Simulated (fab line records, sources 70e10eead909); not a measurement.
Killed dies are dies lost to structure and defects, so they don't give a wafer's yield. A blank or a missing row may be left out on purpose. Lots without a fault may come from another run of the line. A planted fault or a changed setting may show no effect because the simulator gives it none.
One fault seen from 2 desks | flow nand_harc | each desk has only its own numbers; what lay behind them comes last

THE TOOL OWNER'S DESK: rie_si-02
The tool's own readings at NHARC_A_CHANNEL_FILL_D1_ETCHBACK_19 (etches the open film in HBr/Cl2, target depth 5 nm, time 1.7 s): means of the sampled wafers that have a number, for each lot that ran on this tool. A lot is out of limits, marked OUT, if its mean lies more than 4 standard deviations from the usual mean; the brackets give that distance.
Columns: A = drypump_motor_current_A at NHARC_A_CHANNEL_FILL_D1_ETCHBACK_19, usual 5.4 A; B = he_backside_leak_sccm at NHARC_A_CHANNEL_FILL_D1_ETCHBACK_19, usual 2.5 sccm; C = oes_product_au at NHARC_A_CHANNEL_FILL_D1_ETCHBACK_19, usual 1.002 a.u.; D = throttle_valve_pct at NHARC_A_CHANNEL_FILL_D1_ETCHBACK_19, usual 26.405 %
lot  | first seen here | A   | B   | C     | D
L743 | day 9 23:13     | 5.0 | 2.5 | 0.996 | 26.405
L746 | day 11 03:57    | 6.1 | 2.4 | 0.986 | 26.404
L747 | day 11 11:22    | 5.0 | 2.6 | 1.004 | 26.404
L748 | day 11 16:04    | 5.3 | 2.4 | 1.006 | 26.408
L754 | day 14 14:47    | 5.3 | 2.4 | 0.994 | 26.403
L755 | day 15 03:49    | 5.8 | 2.3 | 1.002 | 26.401
L764 | day 19 00:23    | 5.5 | 2.6 | 1.006 | 26.406
This desk's finding: nothing out of limits on any of the 7 lots.

THE METROLOGY DESK
What the gauges read, lot by lot, whatever tool the lot ran on: means of the sampled wafers that have a number. A lot is out of limits, marked OUT, if its mean lies more than 4 standard deviations from the usual mean; the brackets give that distance.
Columns: A = cd_nm at NHARC_THIN_TSV_CD_MEAS_12, usual 998.3 nm
lot  | first seen here | A
L744 | day 23 16:32    | 1000.3
L745 | day 24 05:21    | 996.9
L743 | day 24 06:25    | 994.7
L747 | day 24 20:28    | 997.5
L746 | day 24 21:38    | 995.6
L748 | day 25 18:52    | 998.1
L749 | day 25 20:04    | 999.0
L751 | day 26 19:17    | 996.5
L752 | day 27 05:49    | 998.9
L754 | day 28 09:53    | 998.7
L755 | day 29 00:35    | 998.7
L764 | day 32 21:04    | 999.4
L766 | day 33 14:20    | 998.2
This desk's finding: nothing out of limits on any of the 13 lots.

PUT TOGETHER
The tool owner's desk saw nothing out of limits.
The metrology desk saw nothing out of limits.

WHAT THE SIMULATOR HAD PUT IN
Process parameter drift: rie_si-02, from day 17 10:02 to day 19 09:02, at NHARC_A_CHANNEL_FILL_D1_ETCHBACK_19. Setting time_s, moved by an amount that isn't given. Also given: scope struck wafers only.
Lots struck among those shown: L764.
